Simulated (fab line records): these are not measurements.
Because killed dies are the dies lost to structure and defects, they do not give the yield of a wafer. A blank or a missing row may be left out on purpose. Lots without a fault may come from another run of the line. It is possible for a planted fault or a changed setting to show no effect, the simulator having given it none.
2 desks looking at one fault    flow n5_finfet    every desk sees just its own numbers, and what lay behind them comes last

FOR THE TOOL OWNER'S DESK: pvd_sputter-03
The tool's own readings at N5_BEOL_M12_SPUTTER_43 (material TaN, target thk 15 nm, time 24.19 s): means of the sampled wafers that have a number, for each lot that ran on this tool. Any lot whose mean is over 4 standard deviations away from the usual mean is out of limits and marked OUT; that distance is given in the brackets.
Columns: A = throttle_valve_pct at N5_BEOL_M12_SPUTTER_43, usual 29.9 %
lot   first seen here  A
L962  day 11 03:13     29.2
L966  day 12 13:07     29.8
L964  day 12 13:44     29.6
L978  day 15 13:47     30.4
L977  day 15 18:53     30.1
Finding of this desk: none of the 5 lots has anything out of limits.

METROLOGY DESK
Means of the sampled wafers that have a number, per lot and without regard to the tool the lot ran on: this is what the gauges read. Any lot whose mean is over 4 standard deviations away from the usual mean is out of limits and marked OUT; that distance is given in the brackets.
Columns: A = M12_THK at N5_BEOL_M12_THK_MEAS_50, usual 316 nm; B = M12_RS at N5_BEOL_M12_RS_MEAS_54, usual 0.0600 ohm/sq
lot   first seen here  A    B
L961  day 10 20:56     311  0.0603
L962  day 11 04:23     319  0.0598
L966  day 12 14:08     315  0.0596
L965  day 12 14:23     319  0.0598
L964  day 12 14:44     328  0.0592
L969  day 12 17:45     322  0.0601
L971  day 13 20:01     314  0.0611
L974  day 14 19:58     317  0.0602
L978  day 15 14:48     313  0.0604
L977  day 15 19:55     307  0.0619
Finding of this desk: none of the 10 lots has anything out of limits.

ALL TOGETHER
Nothing out of limits was seen by the tool owner's desk.
Metrology desk: nothing out of limits seen.

WHAT THE SIMULATOR PUT IN
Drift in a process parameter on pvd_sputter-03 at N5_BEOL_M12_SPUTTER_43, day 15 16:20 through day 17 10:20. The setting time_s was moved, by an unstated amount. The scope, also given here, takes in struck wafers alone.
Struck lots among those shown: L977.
